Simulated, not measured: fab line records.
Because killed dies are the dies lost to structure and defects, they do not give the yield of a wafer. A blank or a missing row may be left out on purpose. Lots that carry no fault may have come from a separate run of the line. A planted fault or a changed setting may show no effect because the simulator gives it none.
fab line records ; flow n5-finfet
record lots=11; wafers=32; last-day=17
route steps=1938 shown BEOL_M8@1391 MIM_BOT_ETCH@1869 PASSIVATION@1906
lots that met no fault: taken from a fault-free run of the same line
start-h: the number of hours between the record's first day and the start of the first shown wafer of the lot ; wait-h: how many hours have passed since the lot's step before this one ; " as in the row above ; L1.1+2: a row that stands for several wafers ; - value missing, or start not given ; * or withheld: withheld ; < > ~ a bound
route shown NAME@n: names a module that has steps shown in the file, with the first one's number in the route ; usual: the fault-free wafers' mean and standard deviation ; same: alike in all rows ; chamber/n: place in a boat ; sites: readings site by site ; _std_site: how widely they spread, as a standard deviation ; _edge_site: the outer-site mean with the inner-site mean subtracted ; radius-mm: for every site, how far away it sits from the centre of the wafer ; mask NAME#n: copy n ; behind: the last tool/chamber to shape the wafer ; hold: what put the lot on hold/how long, in hours/how the hold closed ; device: transistor that didn't switch, given as n, p or np ; end of line: at the end of the route, the tests of the same wafers ; a step given without rows: its recipe and nothing more ; killed: not the wafer's yield, but the dies lost to structure and defects at the first sort ; map: a wafer's dies, marking killed ones x, the rest . and places with no die _
set.NAME: setting as actually run; set.NAME@STEP: the setting as run at that earlier step ; model.NAME: the simulator's own value behind a step, which no gauge read
one table for each step of the route and one row for each wafer, over a sample of lots
services: the hour from which a tool's chamber was out of use, counted from the record's first day as start-h (under 0 if before that day), plus the number of hours and why
## steps
# step N5_BEOL_M8_CVD_78
# recipe material=Co; target-thk-a=20; temp-c=withheld; precursor=CCTBA/H2; pressure-torr=30; time-s=142.3
lot.wafer;tool;chamber;start-h;wait-h;since-wet-clean-h
L252.3;cvd-co-02;1;194.75;0.3;1173
L252.4;cvd-co-02;0;194.75;0.3;-
L252.5;cvd-co-02;2;194.75;0.3;-
L253.1;cvd-co-01;2;205.23;0.1;506
L253.2;cvd-co-01;1;205.23;0.1;69
L253.3;cvd-co-01;0;205.23;0.1;965
L254.2;cvd-co-01;2;213.21;0.1;514
L254.3;cvd-co-01;0;213.21;0.1;973
L254.6;cvd-co-01;1;213.21;0.1;-
L260.2;cvd-co-01;0;255.42;0.3;1015
L260.3;cvd-co-01;2;255.42;0.3;556
L260.6;cvd-co-01;2;255.42;0.3;-
L263.2;cvd-co-01;0;263.12;0.0;1023
L263.3;cvd-co-01;1;263.12;0.0;126
L263.6;cvd-co-01;1;263.12;0.0;-
L261.1;cvd-co-02;0;265.82;0.1;807
L261.4;cvd-co-02;0;265.82;0.1;-
L261.5;cvd-co-02;1;265.82;0.1;-
L266.1;cvd-co-02;0;283.35;0.1;825
L266.4;cvd-co-02;0;283.35;0.1;-
L266.5;cvd-co-02;1;283.35;0.1;-
L268.3;cvd-co-02;1;303.69;0.1;1282
L268.5;cvd-co-02;1;303.69;0.1;-
L273.1;cvd-co-02;1;326.90;0.0;1306
L273.2;cvd-co-02;0;326.90;0.0;868
L273.4;cvd-co-02;2;326.90;0.0;-
L275.2;cvd-co-01;2;335.76;0.1;636
L275.5;cvd-co-01;0;335.76;0.1;-
L275.6;cvd-co-01;2;335.76;0.1;-
L274.1;cvd-co-01;0;335.90;0.0;1096
L274.5;cvd-co-01;1;335.90;0.0;-
L274.6;cvd-co-01;2;335.90;0.0;-
# step N5_MIM_BOT_ETCH_STRIP_01
# recipe chemistry=O2; power-w=600; temp-c=60; pressure-mtorr=30; rf-frequency-hz=6e+07; bias-power-w=0; overash-fraction=0.5; o2-flow-sccm=225
# usual drypump-motor-current-A=5.5/0.31; oes-product-au=0.80/0.077; rf-vpp-V=3.6/1.2; showerhead-plenum-p-Torr=2.07/0.065; throttle-valve-pct=16.59/0.26
lot.wafer;tool;chamber;start-h;wait-h;drypump-motor-current-A;oes-product-au;rf-hours-counter-h;rf-vpp-V;showerhead-plenum-p-Torr;throttle-valve-pct
L252.3;rie-diel-03;2;255.47;0.1;5.7;0.83;74;4.0;2.11;16.45
L252.4;rie-diel-03;1;255.47;0.1;5.2;0.78;146;3.5;2.04;16.80
L252.5;rie-diel-03;2;255.47;0.1;5.7;0.85;-;3.7;2.11;16.47
L253.1;rie-diel-06;3;266.63;0.3;5.9;0.66;244;3.2;1.98;17.03
L253.2;rie-diel-06;2;266.63;0.3;5.5;0.83;100;4.0;2.10;16.58
L253.3;rie-diel-06;0;266.63;0.3;6.0;0.83;65;3.0;2.03;16.49
L254.2;rie-diel-03;0;267.93;0.1;5.1;0.92;13;4.0;2.15;16.21
L254.3;rie-diel-03;2;267.93;0.1;5.7;0.87;79;3.4;2.11;16.48
L254.6;rie-diel-03;0;267.93;0.1;5.1;0.91;-;5.0;2.15;16.20
L260.2;rie-diel-06;1;305.60;0.1;5.4;0.80;79;3.4;2.12;16.58
L260.3;rie-diel-06;0;305.60;0.1;6.0;0.82;81;3.7;2.03;16.49
L260.6;rie-diel-06;2;305.60;0.1;5.5;0.81;-;2.7;2.10;16.56
L263.2;rie-diel-03;2;317.87;0.2;5.7;0.84;93;3.5;2.10;16.46
L263.3;rie-diel-03;1;317.87;0.2;5.2;0.75;166;2.3;2.03;16.87
L263.6;rie-diel-03;1;317.87;0.2;5.2;0.77;-;3.9;2.03;16.87
L261.1;rie-diel-03;1;320.35;0.2;5.2;0.74;167;3.2;2.03;16.85
L261.4;rie-diel-03;0;320.35;0.2;5.1;0.85;29;2.2;2.15;16.21
L261.5;rie-diel-03;0;320.35;0.2;5.1;0.88;-;4.2;2.14;16.27
L266.1;rie-diel-03;0;344.36;0.1;5.1;0.87;38;3.4;2.14;16.31
L266.4;rie-diel-03;3;344.36;0.1;6.0;0.70;224;2.5;2.03;16.53
L266.5;rie-diel-03;1;344.36;0.1;5.2;0.75;-;4.7;2.03;16.87
L268.3;rie-diel-06;1;354.93;0.1;5.4;0.79;99;6.2;2.11;16.66
L268.5;rie-diel-06;2;354.93;0.1;5.5;0.79;-;2.5;2.09;16.57
L273.1;rie-diel-03;3;383.18;0.1;5.9;0.70;239;3.6;2.03;16.58
L273.2;rie-diel-03;0;383.18;0.1;5.1;0.84;52;5.0;2.14;16.31
L273.4;rie-diel-03;2;383.18;0.1;5.7;0.82;114;2.8;2.10;16.54
L274.1;rie-diel-02;3;396.75;0.1;5.7;0.80;93;1.2;2.03;16.68
L274.5;rie-diel-02;1;396.75;0.1;5.2;0.68;-;3.8;1.99;17.21
L274.6;rie-diel-02;2;396.75;0.1;5.7;0.83;-;3.6;2.03;16.50
L275.2;rie-diel-03;1;397.97;0.1;5.2;0.71;194;2.9;2.02;16.84
L275.5;rie-diel-03;2;397.97;0.1;5.7;0.82;-;3.1;2.10;16.57
L275.6;rie-diel-03;3;397.97;0.1;5.9;0.68;-;7.1;2.02;16.59
# step N5_PASSIVATION_OVL_MEAS_63
# recipe points-per-wafer=44
# usual PAD_OVL=2/5.1
lot.wafer;tool;chamber;start-h;wait-h;PAD_OVL[nm]
L252.3;overlay-02;0;259.49;0.0;-1
L252.4;overlay-02;0;259.49;0.0;3
L252.5;overlay-02;0;259.49;0.0;0
L253.1;overlay-02;0;270.93;0.0;4
L253.2;overlay-02;0;270.93;0.0;4
L253.3;overlay-02;0;270.93;0.0;6
L254.2;overlay-01;0;271.77;0.0;10
L254.3;overlay-01;0;271.77;0.0;14
L254.6;overlay-01;0;271.77;0.0;4
L260.2;overlay-01;0;309.23;0.0;-2
L260.3;overlay-01;0;309.23;0.0;-4
L260.6;overlay-01;0;309.23;0.0;-7
L263.2;overlay-01;0;320.73;0.0;13
L263.3;overlay-01;0;320.73;0.0;4
L263.6;overlay-01;0;320.73;0.0;0
L261.1;overlay-01;0;326.63;0.0;4
L261.4;overlay-01;0;326.63;0.0;-2
L261.5;overlay-01;0;326.63;0.0;7
L266.1;overlay-02;0;349.05;0.0;6
L266.4;overlay-02;0;349.05;0.0;4
L266.5;overlay-02;0;349.05;0.0;5
L268.3;overlay-01;0;357.42;0.0;2
L268.5;overlay-01;0;357.42;0.0;-1
L273.1;overlay-01;0;386.85;0.0;-9
L273.2;overlay-01;0;386.85;0.0;0
L273.4;overlay-01;0;386.85;0.0;0
L274.1;overlay-01;0;400.89;0.0;-2
L274.5;overlay-01;0;400.89;0.0;-3
L274.6;overlay-01;0;400.89;0.0;0
L275.2;overlay-02;0;401.45;0.0;3
L275.5;overlay-02;0;401.45;0.0;4
L275.6;overlay-02;0;401.45;0.0;-2
# step N5_PASSIVATION_ETCH_59
# recipe chemistry=Cl2/BCl3; target=TaN; target-depth-a=650; time-s=34.9; ion-energy-ev=100; pressure-mtorr=10; icp-w=900; bias-w=100; Cl2_flow_sccm=60; bcl3-flow-sccm=30
# usual drypump-motor-current-A=5.7/0.35; oes-product-au=0.81/0.091; throttle-valve-pct=21.30/0.16
lot.wafer;tool;chamber;start-h;wait-h;drypump-motor-current-A;oes-product-au;rf-hours-counter-h;throttle-valve-pct
L252.3;rie-metal-01;1;260.07;0.2;5.8;0.84;-;21.25
L252.4;rie-metal-01;0;260.07;0.2;5.6;0.92;-;21.29
L252.5;rie-metal-01;0;260.07;0.2;5.6;0.91;-;21.28
L253.1;rie-metal-03;1;271.47;0.3;6.0;0.87;17;21.12
L253.2;rie-metal-03;0;271.47;0.3;6.0;0.66;89;21.53
L253.3;rie-metal-03;1;271.47;0.3;6.0;0.88;-;21.11
L254.2;rie-metal-01;1;272.74;0.6;5.9;0.83;-;21.24
L254.3;rie-metal-01;1;272.74;0.6;5.9;0.83;-;21.24
L254.6;rie-metal-01;1;272.74;0.6;5.9;0.83;-;21.23
L260.2;rie-metal-01;1;309.78;0.3;5.9;0.82;31;21.24
L260.3;rie-metal-01;0;309.78;0.3;5.6;0.89;-;21.31
L260.6;rie-metal-01;0;309.78;0.3;5.6;0.89;-;21.31
L263.2;rie-metal-02;0;321.71;0.6;5.5;0.85;-;21.24
L263.3;rie-metal-02;0;321.71;0.6;5.6;0.85;-;21.25
L263.6;rie-metal-02;0;321.71;0.6;5.6;0.85;-;21.24
L261.1;rie-metal-01;0;327.32;0.4;5.6;0.88;16;21.31
L261.4;rie-metal-01;1;327.32;0.4;5.9;0.82;-;21.24
L261.5;rie-metal-01;0;327.32;0.4;5.6;0.89;-;21.31
L266.1;rie-metal-03;0;349.82;0.3;6.0;0.65;97;21.56
L266.4;rie-metal-03;1;349.82;0.3;6.0;0.84;-;21.11
L266.5;rie-metal-03;0;349.82;0.3;6.0;0.65;-;21.54
L268.3;rie-metal-01;0;358.09;0.2;5.6;0.88;-;21.30
L268.5;rie-metal-01;1;358.09;0.2;5.8;0.81;-;21.26
L273.1;rie-metal-01;0;387.50;0.3;5.6;0.85;22;21.34
L273.2;rie-metal-01;1;387.50;0.3;5.9;0.80;39;21.29
L273.4;rie-metal-01;0;387.50;0.3;5.6;0.85;-;21.35
L274.1;rie-metal-03;1;401.44;0.3;6.0;0.83;29;21.13
L274.5;rie-metal-03;1;401.44;0.3;6.0;0.83;-;21.13
L274.6;rie-metal-03;0;401.44;0.3;6.1;0.65;-;21.57
L275.2;rie-metal-02;1;402.23;0.3;4.7;0.93;5;21.09
L275.5;rie-metal-02;0;402.23;0.3;5.6;0.82;-;21.26
L275.6;rie-metal-02;1;402.23;0.3;4.7;0.94;-;21.08
# step N5_PASSIVATION_PROBE_49
# usual defect-limited-yield=91.4/1.4; killed_at_M0_to_M3=34/8.9; killed_at_M4_up=13/4.6; killed-at-contacts=12/5.5; killed-at-front-end=41/11; killed-at-other=3.1/2.9; killed-dies=102/16; killed-on-rim=13/4.2; killed-open=66/11; killed-short=34/7.6; sort_bin_5_function=5.1/0.89; sort_bin_6_memory=3.2/0.61; sort_bin_8_speed=0.02/0.12; sort-n-pass=1078/16
# same gross-dies=1180; killed-at-back-side=0; sort_bin_4_leakage[%]=0
lot.wafer;tool;chamber;start-h;wait-h;defect-limited-yield[%];killed_at_M0_to_M3;killed_at_M4_up;killed-at-contacts;killed-at-front-end;killed-at-other;killed-dies;killed-on-rim;killed-open;killed-short;sort_bin_5_function[%];sort_bin_6_memory[%];sort_bin_8_speed[%];sort-n-pass
L263.2;prober-01;-;326.41;0.1;93.6;23;8;9;32;3;75;14;46;29;3.6;2.4;0;1105
L263.3;prober-01;-;326.46;0.1;85.5;32;88;6;44;1;171;29;62;40;8.3;3.5;0;1009
L263.6;prober-01;-;326.61;0.3;85.6;32;82;9;43;4;170;34;70;29;8.6;3.1;0;1010
L261.1;prober-02;-;332.69;0.0;89.7;39;13;21;46;2;121;15;78;36;5.5;3.9;0;1059
L261.4;prober-02;-;332.84;0.2;89.5;37;16;15;53;3;124;16;94;27;6.1;4.2;0;1056
L261.5;prober-02;-;332.89;0.2;92.9;19;13;10;37;5;84;15;62;21;4.4;2.5;0;1096
L266.5;prober-01;-;354.49;0.2;93.0;26;11;8;37;1;83;8;53;26;3.4;3.1;0;1097
L268.3;prober-02;-;362.56;0.1;93.5;32;14;7;21;3;77;13;46;29;4.4;1.9;0;1103
L268.5;prober-02;-;362.66;0.2;91.4;34;24;7;34;2;101;18;70;26;4.8;3.3;0;1079
# killed by level:class
L263.2 STI_FIN_REVEAL:geometric-particle:open=8 FIN_SAQP:geometric-particle:short=6 BEOL_M0_SAQP:geometric-particle:short=6 BEOL_M2:geometric-particle:open=6 MOL_CONTACT_COAG:geometric-particle:open=5 FIN_SAQP:geometric-particle:open=4 MOL_CONTACT_COAG:geometric-particle:short=4 BEOL_M2:geometric-particle:short=3
L263.3 BEOL_M8:unspecified=68 FIN_SAQP:geometric-particle:short=9 BEOL_M0_SAQP:geometric-particle:short=9 BEOL_M2:geometric-particle:open=9 BEOL_M0_SAQP:geometric-particle:open=8 STI_FIN_REVEAL:geometric-particle:open=7 GATE_CUT:geometric-particle:short=7 BEOL_M4:geometric-particle:open=6
L263.6 BEOL_M8:unspecified=70 STI_FIN_REVEAL:geometric-particle:open=16 FIN_SAQP:geometric-particle:open=9 MOL_CONTACT_COAG:geometric-particle:open=8 BEOL_M0_SAQP:geometric-particle:short=7 BEOL_M4:geometric-particle:open=7 BEOL_M0_SAQP:geometric-particle:open=6 FIN_SAQP:geometric-particle:short=4
L261.1 MOL_CONTACT_COAG:geometric-particle:open=19 FIN_SAQP:geometric-particle:open=11 BEOL_M0_SAQP:geometric-particle:short=11 BEOL_M3:geometric-particle:open=10 BEOL_M4:geometric-particle:open=8 FIN_SAQP:geometric-particle:short=7 HKMG_FIN:area-etch=7 STI_FIN_REVEAL:geometric-particle:open=6
L261.4 STI_FIN_REVEAL:geometric-particle:open=19 BEOL_M3:geometric-particle:open=16 FIN_SAQP:geometric-particle:open=15 MOL_CONTACT_COAG:geometric-particle:open=12 FIN_SAQP:geometric-particle:short=6 BEOL_M0_SAQP:geometric-particle:open=6 BEOL_M2:geometric-particle:open=5 BEOL_M5:geometric-particle:open=4
L261.5 FIN_SAQP:geometric-particle:short=10 MOL_CONTACT_COAG:geometric-particle:open=10 FIN_SAQP:geometric-particle:open=8 BEOL_M3:geometric-particle:open=7 STI_FIN_REVEAL:geometric-particle:open=5 DUMMY_GATE:geometric-particle:open=5 BEOL_M0_SAQP:geometric-particle:open=4 BEOL_M4:geometric-particle:open=4
L266.5 STI_FIN_REVEAL:geometric-particle:open=9 MOL_CONTACT_COAG:geometric-particle:open=8 BEOL_M1:geometric-particle:open=8 FIN_SAQP:geometric-particle:open=6 BEOL_M0_SAQP:geometric-particle:open=5 BEOL_M0_SAQP:geometric-particle:short=5 BEOL_M3:geometric-particle:open=5 FIN_SAQP:geometric-particle:short=4
L268.3 BEOL_M0_SAQP:geometric-particle:open=9 MOL_CONTACT_COAG:geometric-particle:open=7 BEOL_M0_SAQP:geometric-particle:short=7 BEOL_M4:geometric-particle:open=7 FIN_SAQP:geometric-particle:open=4 BEOL_M3:geometric-particle:open=4 FIN_SAQP:geometric-particle:short=3 BEOL_M1:geometric-particle:open=3
L268.5 BEOL_M4:geometric-particle:open=15 BEOL_M1:geometric-particle:open=11 STI_FIN_REVEAL:geometric-particle:open=7 FIN_SAQP:geometric-particle:open=6 MOL_CONTACT_COAG:geometric-particle:open=6 BEOL_M0_SAQP:geometric-particle:short=6 BEOL_M3:geometric-particle:open=5 GATE_CUT:geometric-particle:short=5
## services
tool;chamber;start-h;hours;kind
rie-diel-06;-;174.34;14.6;pm
rie-diel-02;-;198.01;0.6;repair
rie-diel-02;1;204.08;6.8;repair
rie-diel-03;0;211.06;-;clean
rie-diel-03;0;211.06;-;consumable-replace:focus-ring
rie-diel-02;-;223.96;2.3;repair
rie-diel-03;2;228.06;8.4;repair
rie-diel-06;2;235.93;8.0;repair
cvd-co-01;-;237.63;2.8;pm
rie-diel-02;0;246.25;4.4;repair
rie-diel-06;3;253.06;2.6;repair
rie-metal-03;-;259.59;0.7;repair
rie-metal-03;0;260.65;6.9;repair
rie-metal-01;0;269.93;3.0;repair
cvd-co-02;-;273.87;6.9;pm
rie-metal-02;0;278.28;5.4;repair
rie-metal-03;-;291.48;2.8;pm
rie-diel-03;-;308.90;0.2;repair
rie-diel-06;3;322.17;1.7;repair
rie-diel-03;2;339.80;2.8;repair
cvd-co-02;-;358.20;2.8;pm
rie-diel-02;0;382.58;4.9;repair
rie-diel-02;3;385.28;2.2;repair
rie-diel-03;-;401.02;0.7;repair
## key
first-sign step=N5_PASSIVATION_PROBE_49; reading=killed_at_M4_up; direction=up; sigmas=16; usual=13; struck=85
effect step=N5_PASSIVATION_PROBE_49; reading=killed-dies; direction=up; sigmas=4.3; usual=102; struck=170
more-kills-born-at N5_BEOL_M8_CVD_78@cvd-co-01=138
met-at N5_BEOL_M8_CVD_78
struck-lots L263
struck-wafers L263.3,L263.6
not-acting-at N5_MIM_BOT_ETCH_STRIP_01,N5_PASSIVATION_OVL_MEAS_63,N5_PASSIVATION_ETCH_59
onset-between 213.21 263.12
fault kind=chamber-particle-source; tool=cvd-co-01; chamber=1; onset-h=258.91; steps=N5_BEOL_M8_CVD_78; rate-per-visit-cm2=1.6557; end-h=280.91
